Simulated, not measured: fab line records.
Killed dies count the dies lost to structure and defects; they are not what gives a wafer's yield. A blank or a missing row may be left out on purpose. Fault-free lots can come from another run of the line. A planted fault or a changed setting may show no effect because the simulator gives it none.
Matching of chambers -- flow nand-harc -- 4 sister chambers for NHARC_A_BONDPAD_CMP_19 on cmp-01
The step polishes, t overpolish 30 s, cu recess touch 16 s, target thk 169.8 nm. 4 wafers are shown with their chamber, then 7 later ones without.

== WAFERS, EACH WITH ITS CHAMBER ==
wafer,chamber,motor-current-A (A)
L188.6,2,13.5
L203.6,1,12.0
L205.2,3,10.0
L205.4,0,13.1

== WAFERS WITH NO CHAMBER GIVEN ==
wafer,motor-current-A (A)
L205.5,13.3
L206.3,13.4
L206.4,12.9
L206.5,14.1
L208.2,13.5
L208.3,12.4
L208.5,13.8

== WHICH CHAMBER EACH ONE RAN IN ==
wafer,from the rows above,in truth
L205.5,can't be placed: 2 or 0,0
L206.3,can't be placed: 2 or 0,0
L206.4,can't be placed: 0 or 2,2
L206.5,can't be placed: 2 or 0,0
L208.2,can't be placed: 2 or 0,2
L208.3,can't be placed: 1 or 0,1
L208.5,can't be placed: 2 or 0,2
Placed correctly: 0 of 7. These rows do not allow placing 7 (true chamber among the candidates in 7). Wrongly placed: 0.
How it was worked out, from the rows above alone: a wafer's distance from a chamber is the root of the sum, over the readings, of the square of ((its reading less the chamber's mean) divided by the reading's scatter). If the next closest chamber is less than 2 further off than the closest, the wafer can't be placed; otherwise it belongs to the closest. A chamber's mean is the mean of its shown wafers. The scatter (one wafer shown for each chamber): square how far every hidden wafer sits from the nearest shown wafer, average those squares and take the square root.
